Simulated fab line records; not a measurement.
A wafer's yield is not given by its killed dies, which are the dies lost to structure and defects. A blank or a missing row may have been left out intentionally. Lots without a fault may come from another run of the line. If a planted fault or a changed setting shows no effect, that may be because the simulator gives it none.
fab line records	flow nandHarc
record lots=14	wafers=42	lastDay=24
route steps=1159 shown A_BONDPAD@1083 THIN_TSV@1113
lots untouched by any fault: they come from a run of this same line in which no faults occurred
startH: hours from the record's opening day to when the first of the lot's shown wafers began	waitH: hours since the lot's step before	" as in the row above	L1.1+2: one row covering several wafers at once	- no value present, or no start provided	* or withheld: withheld	< > ~ a bound
route shown NAME@n: names a module that has steps shown in the file, with the first one's number in the route	usual: mean and standard deviation over wafers with no fault	same: alike in all rows	chamber/n: place in a boat	sites: the reading at each site	_std_site: how widely they spread, as a standard deviation	_edge_site: inner sites' mean taken away from outer sites' mean	radiusMm: for every site, how far away it sits from the centre of the wafer	mask NAME#n: copy n	behind: the last tool/chamber to shape the wafer	hold: reason for holding the lot/hours on hold/outcome of the hold	device: which transistor (n, p or np) failed to switch	end of line: the tests these same wafers got at the end of their route	where a step has no rows: the recipe by itself	killed: the dies lost at the first sort to structure and to defects; this is not the yield of the wafer	map: a wafer's dies, x killed, . not, _ none there
set.NAME: the setting that was run; set.NAME@STEP: the one run at that earlier step	model.NAME: the simulator's own value behind a step, which no gauge read
one table for each step of the route and one row for each wafer, over a sample of lots
services: a tool's chamber out of use, with start hour (startH, from the record's first day; less than 0 if before it), hours out, and reason
## steps
# step NHARC_A_BONDPAD_PRE_CLEAN_26
# recipe timeS=30	tempC=280	gas=H2/He
# usual heaterPowerW=430/34
lot.wafer	tool	chamber	startH	waitH	heaterPowerW
L973.3	pvdSputter-02	-	-	-	425
L973.2	"	-	"	"	448
L973.6	"	-	"	"	431
L972.1	pvdSputter-01	-	-	-	362
L972.3	"	-	"	"	394
L972.5	"	-	"	"	372
L976.2	pvdSputter-02	-	-	-	433
L976.5	"	-	"	"	445
L976.6	"	-	"	"	424
L977.4	pvdSputter-02	-	-	-	432
L977.1	"	-	"	"	430
L977.6	"	-	"	"	441
L978.2	pvdSputter-03	-	-	-	459
L978.1	"	-	"	"	397
L978.6	"	-	"	"	436
L981.3	pvdSputter-03	-	-	-	395
L981.4	"	-	"	"	460
L981.6	"	-	"	"	456
L979.3	pvdSputter-02	-	-	-	438
L979.1	"	-	"	"	440
L979.6	"	-	"	"	436
L982.2	pvdSputter-03	-	-	-	384
L982.3	"	-	"	"	458
L982.6	"	-	"	"	458
L985.3	pvdSputter-03	-	-	-	462
L985.1	"	-	"	"	471
L985.2	"	-	"	"	384
L984.4	pvdSputter-01	-	-	-	369
L984.2	"	-	"	"	382
L984.5	"	-	"	"	361
L986.2	pvdSputter-03	-	-	-	469
L986.6	"	-	"	"	468
L986.5	"	-	"	"	377
L988.2	pvdSputter-02	-	-	-	448
L988.1	"	-	"	"	455
L988.4	"	-	"	"	434
L987.1	pvdSputter-01	-	-	-	445
L987.4	"	-	"	"	355
L987.5	"	-	"	"	369
L994.4	pvdSputter-01	-	-	-	415
L994.1	"	-	"	"	391
L994.5	"	-	"	"	368
# step NHARC_THIN_TSV_EXPOSE_09
# recipe na=0.55	doseMj=30.7	maskId=TSV
# usual exposureDoseMJCm2=30.704/0.029	focusOffsetNm=0.1/0.51
lot.wafer	tool	chamber	startH	waitH	mask	exposureDoseMJCm2	focusOffsetNm
L973.2	krfScanner-03	0	447.51	-	TSV#0	30.733	1.0
L973.3	"	0	"	"	TSV#0	30.724	-0.4
L973.6	"	0	"	"	TSV#0	30.693	-0.1
L972.1	krfScanner-04	0	449.98	-	TSV#0	30.708	-0.3
L972.3	"	0	"	"	TSV#0	30.711	0.4
L972.5	"	0	"	"	TSV#0	30.696	0.2
L976.2	krfScanner-04	0	451.56	-	TSV#0	30.737	-0.6
L976.5	"	0	"	"	TSV#0	30.779	0.3
L976.6	"	0	"	"	TSV#0	30.729	0.1
L977.1	krfScanner-03	0	456.11	-	TSV#0	30.763	0.1
L977.4	"	0	"	"	TSV#0	30.725	0.5
L977.6	"	0	"	"	TSV#0	30.713	1.0
L978.1	krfScanner-03	0	460.69	-	TSV#0	30.729	-0.6
L978.2	"	0	"	"	TSV#0	30.706	-0.6
L978.6	"	0	"	"	TSV#0	30.776	-1.5
L979.1	krfScanner-04	0	467.95	-	TSV#0	30.675	0.3
L979.3	"	0	"	"	TSV#0	30.677	0.5
L979.6	"	0	"	"	TSV#0	30.706	1.1
L981.3	krfScanner-04	0	468.96	-	TSV#0	30.725	0.3
L981.4	"	0	"	"	TSV#0	30.684	-0.2
L981.6	"	0	"	"	TSV#0	30.682	0.4
L982.2	krfScanner-01	0	486.31	-	TSV#0	30.758	0.4
L982.3	"	0	"	"	TSV#0	30.761	-0.2
L982.6	"	0	"	"	TSV#0	30.735	0.8
L985.1	krfScanner-01	0	494.57	-	TSV#0	30.689	-0.2
L985.2	"	0	"	"	TSV#0	30.675	-1.1
L985.3	"	0	"	"	TSV#0	30.697	0.2
L984.2	krfScanner-01	0	495.77	-	TSV#0	30.698	-0.8
L984.4	"	0	"	"	TSV#0	30.730	0.4
L984.5	"	0	"	"	TSV#0	30.670	0.7
L986.2	krfScanner-01	-	506.50	-	TSV#0	-	-
L986.5	"	-	"	"	TSV#0	-	-
L986.6	"	-	"	"	TSV#0	-	-
L988.1	krfScanner-04	-	515.98	-	TSV#0	-	-
L988.2	"	-	"	"	TSV#0	-	-
L988.4	"	-	"	"	TSV#0	-	-
L987.1	krfScanner-01	0	525.03	-	TSV#0	30.741	-0.1
L987.4	"	0	"	"	TSV#0	30.735	0.5
L987.5	"	0	"	"	TSV#0	30.713	0.5
L994.1	krfScanner-01	0	552.81	-	TSV#0	30.690	0.5
L994.4	"	0	"	"	TSV#0	30.697	-0.3
L994.5	"	0	"	"	TSV#0	30.684	0.3
# step NHARC_THIN_TSV_DESCUM_14
# recipe timeS=3	o2FlowSccm=200	arFlowSccm=0	biasPowerW=0	chemistry=O2
# usual drypumpMotorCurrentA=5.8/0.55	o2FlowSccm=200.1/0.63	oesProductAu=0.999/0.008	rfVppV=57.7/0.94	showerheadPlenumPTorr=1.92/0.087	throttleValvePct=11.311/0.01
lot.wafer	tool	chamber	startH	waitH	drypumpMotorCurrentA	o2FlowSccm	oesProductAu	rfHoursCounterH	rfVppV	showerheadPlenumPTorr	throttleValvePct
L973.3	rieDiel-13	1	447.82	-	5.1	199.7	0.995	21	58.6	2.01	11.320
L973.2	"	2	"	"	5.5	201.5	1.002	22	56.5	1.97	11.303
L973.6	"	2	"	"	5.5	200.2	0.996	-	58.4	1.97	11.311
L972.3	rieDiel-13	1	450.30	-	5.1	199.6	0.988	22	58.2	2.01	11.306
L972.1	"	0	"	"	6.1	199.0	1.001	23	57.7	1.84	11.327
L972.5	"	0	"	"	6.1	199.2	0.996	-	55.3	1.84	11.306
L976.2	rieDiel-09	1	451.89	-	5.6	200.8	0.994	1	56.8	1.82	11.315
L976.5	"	3	"	"	6.6	199.7	1.014	-	58.5	2.02	11.319
L976.6	"	0	"	"	5.4	200.0	0.998	-	57.1	2.01	11.300
L977.4	rieDiel-05	2	456.43	-	6.5	200.4	0.996	7	58.2	1.87	11.319
L977.1	"	0	"	"	6.3	199.3	1.004	7	57.4	1.81	11.297
L977.6	"	3	"	"	6.1	198.6	0.985	-	58.1	1.98	11.324
L978.2	rieDiel-05	3	461.02	-	6.1	199.9	1.000	7	56.7	1.98	11.315
L978.1	"	1	"	"	5.1	199.6	0.995	7	56.1	1.81	11.309
L978.6	"	3	"	"	6.1	200.3	0.997	-	57.4	1.98	11.316
L979.1	rieDiel-09	1	468.29	-	5.6	200.2	0.999	2	57.5	1.82	11.292
L979.3	"	3	"	"	6.6	201.4	1.004	2	60.3	2.02	11.317
L979.6	"	1	"	"	5.6	200.7	1.003	-	58.1	1.82	11.317
L981.3	rieDiel-13	1	469.28	-	5.1	200.5	0.987	0	58.0	2.01	11.307
L981.4	"	0	"	"	6.1	200.5	0.998	-	57.2	1.84	11.312
L981.6	"	1	"	"	5.1	201.3	0.987	-	58.7	2.01	11.329
L982.2	rieDiel-09	1	486.62	-	5.6	199.9	1.001	4	58.1	1.82	11.308
L982.3	"	3	"	"	6.6	200.0	1.014	4	58.6	2.02	11.317
L982.6	"	3	"	"	6.6	200.6	1.018	-	58.3	2.02	11.309
L985.1	rieDiel-13	3	494.88	-	5.5	198.9	0.988	1	58.5	2.03	11.304
L985.2	"	1	"	"	5.2	200.1	0.997	4	57.8	2.01	11.308
L985.3	"	2	"	"	5.6	198.9	0.995	4	58.5	1.97	11.307
L984.4	rieDiel-09	0	496.08	-	5.5	200.7	1.005	5	58.3	2.01	11.327
L984.2	"	3	"	"	6.7	199.9	1.009	5	58.1	2.02	11.312
L984.5	"	1	"	"	5.6	200.3	1.001	-	56.7	1.82	11.299
L986.2	rieDiel-09	1	506.83	-	5.6	199.8	1.005	6	58.8	1.82	11.314
L986.6	"	3	"	"	6.6	200.3	1.023	-	57.0	2.02	11.311
L986.5	"	0	"	"	5.4	199.0	1.009	-	57.0	2.01	11.306
L988.4	rieDiel-13	0	516.30	-	6.1	200.3	0.997	7	57.8	1.84	11.316
L988.1	"	1	"	"	5.1	199.9	1.001	6	57.0	2.01	11.313
L988.2	"	2	"	"	5.5	201.5	0.984	6	57.5	1.97	11.301
L987.4	rieDiel-13	0	525.35	-	6.1	201.7	0.993	8	58.4	1.84	11.312
L987.1	"	1	"	"	5.1	200.5	0.994	7	57.6	2.01	11.297
L987.5	"	1	"	"	5.1	200.3	0.990	-	58.1	2.01	11.312
L994.4	rieDiel-09	1	553.13	-	5.6	200.5	1.001	9	56.9	1.82	11.301
L994.1	"	2	"	"	5.0	200.2	1.005	6	56.3	1.82	11.297
L994.5	"	0	"	"	5.4	199.1	0.997	-	57.3	2.01	11.305
# step NHARC_THIN_TSV_STRIP_45
# recipe powerW=1500	tempC=250	chemistry=O2
# usual drypumpMotorCurrentA=6.0/0.4	heaterPowerW=319/12
lot.wafer	tool	chamber	startH	waitH	drypumpMotorCurrentA	heaterPowerW	rfHoursCounterH
L973.2	plasmaAsher-01	1	448.85	0.1	6.3	316	58
L973.3	"	1	"	"	6.3	321	-
L973.6	"	0	"	"	5.4	335	-
L972.1	plasmaAsher-02	0	451.31	0.1	6.4	325	27
L972.3	"	0	"	"	6.4	326	-
L972.5	"	1	"	"	5.7	301	-
L976.2	plasmaAsher-02	0	452.75	0.1	6.4	325	27
L976.5	"	0	"	"	6.4	330	-
L976.6	"	1	"	"	5.7	319	-
L977.1	plasmaAsher-02	0	457.54	0.3	6.4	321	30
L977.4	"	0	"	"	6.4	329	-
L977.6	"	1	"	"	5.7	309	-
L978.1	plasmaAsher-02	1	461.89	0.1	5.7	303	31
L978.2	"	0	"	"	6.4	327	31
L978.6	"	1	"	"	5.7	311	-
L979.1	plasmaAsher-02	1	469.36	0.1	5.7	303	34
L979.3	"	0	"	"	6.4	330	-
L979.6	"	0	"	"	6.4	325	-
L981.4	plasmaAsher-02	0	470.38	0.2	6.4	322	-
L981.3	"	1	"	"	5.7	302	-
L981.6	"	0	"	"	6.4	328	-
L982.2	plasmaAsher-02	1	487.67	0.1	5.7	313	41
L982.3	"	0	"	"	6.4	323	-
L982.6	"	1	"	"	5.7	305	-
L985.1	plasmaAsher-01	1	495.76	0.1	6.3	335	12
L985.2	"	0	"	"	5.4	322	12
L985.3	"	0	"	"	5.4	319	-
L984.2	plasmaAsher-02	1	497.00	0.1	5.7	308	45
L984.4	"	0	"	"	6.4	330	-
L984.5	"	1	"	"	5.6	304	-
L986.2	plasmaAsher-01	0	507.74	0.1	5.4	327	17
L986.6	"	1	"	"	6.3	334	-
L986.5	"	0	"	"	5.4	326	-
L988.1	plasmaAsher-01	0	517.17	0.1	5.5	329	20
L988.2	"	1	"	"	6.3	332	20
L988.4	"	1	"	"	6.3	337	-
L987.1	plasmaAsher-02	0	526.28	0.1	6.4	329	55
L987.4	"	0	"	"	6.4	329	-
L987.5	"	1	"	"	5.7	308	-
L994.1	plasmaAsher-02	1	554.01	0.1	5.7	291	3
L994.4	"	0	"	"	6.4	318	-
L994.5	"	0	"	"	6.4	308	-
## services
tool	chamber	startH	hours	kind
krfScanner-01	-	388.24	1.6	repair
pvdSputter-02	-	392.00	10.0	pm
krfScanner-04	-	411.27	0.5	repair
krfScanner-01	-	428.00	4.0	pm
rieDiel-09	3	428.29	8.4	repair
krfScanner-04	-	428.74	1.9	repair
rieDiel-09	-	431.13	9.0	pm
rieDiel-13	-	453.00	9.0	pm
plasmaAsher-01	-	453.04	9.0	pm
krfScanner-04	-	453.59	0.2	repair
pvdSputter-03	-	458.08	10.0	pm
rieDiel-09	2	467.11	20.8	repair
krfScanner-04	-	470.00	4.0	pm
pvdSputter-02	-	477.55	1.4	repair
krfScanner-04	-	478.99	5.7	repair
krfScanner-03	-	512.00	4.0	pm
pvdSputter-01	-	514.00	10.0	pm
rieDiel-05	-	517.60	9.0	pm
rieDiel-13	3	536.92	2.9	repair
plasmaAsher-02	-	537.63	9.0	pm
plasmaAsher-02	0	537.63	9.0	ventCycle
plasmaAsher-02	1	537.63	9.0	ventCycle
plasmaAsher-02	0	546.63	-	clean
plasmaAsher-02	1	546.63	-	clean
## key
firstSign step=NHARC_THIN_TSV_EXPOSE_09	reading=toolRecord	direction=missing
effect none on later readings
metAt NHARC_THIN_TSV_EXPOSE_09
struckLots L986,L988
laterRowsLeftOut L986.2,L986.5,L986.6,L988.1,L988.2,L988.4
sortLeftOut L986.2,L986.5,L986.6,L988.1,L988.2,L988.4
notActingAt NHARC_A_BONDPAD_PRE_CLEAN_26,NHARC_THIN_TSV_DESCUM_14,NHARC_THIN_TSV_STRIP_45
onsetBetween 495.77 506.50
fault kind=skippedStepWhole	tool=krfScanner-01,krfScanner-04	chamber=-	onsetH=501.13	steps=NHARC_THIN_TSV_EXPOSE_09	scope=struckLotsOnly
# sortLeftOut: the simulated sort isn't trusted on such a fault, so these wafers' sort isn't shown, and their yield isn't known
# laterRowsLeftOut: the simulator's readings of these wafers behind a module that went badly wrong aren't trusted and aren't shown, but for the sort
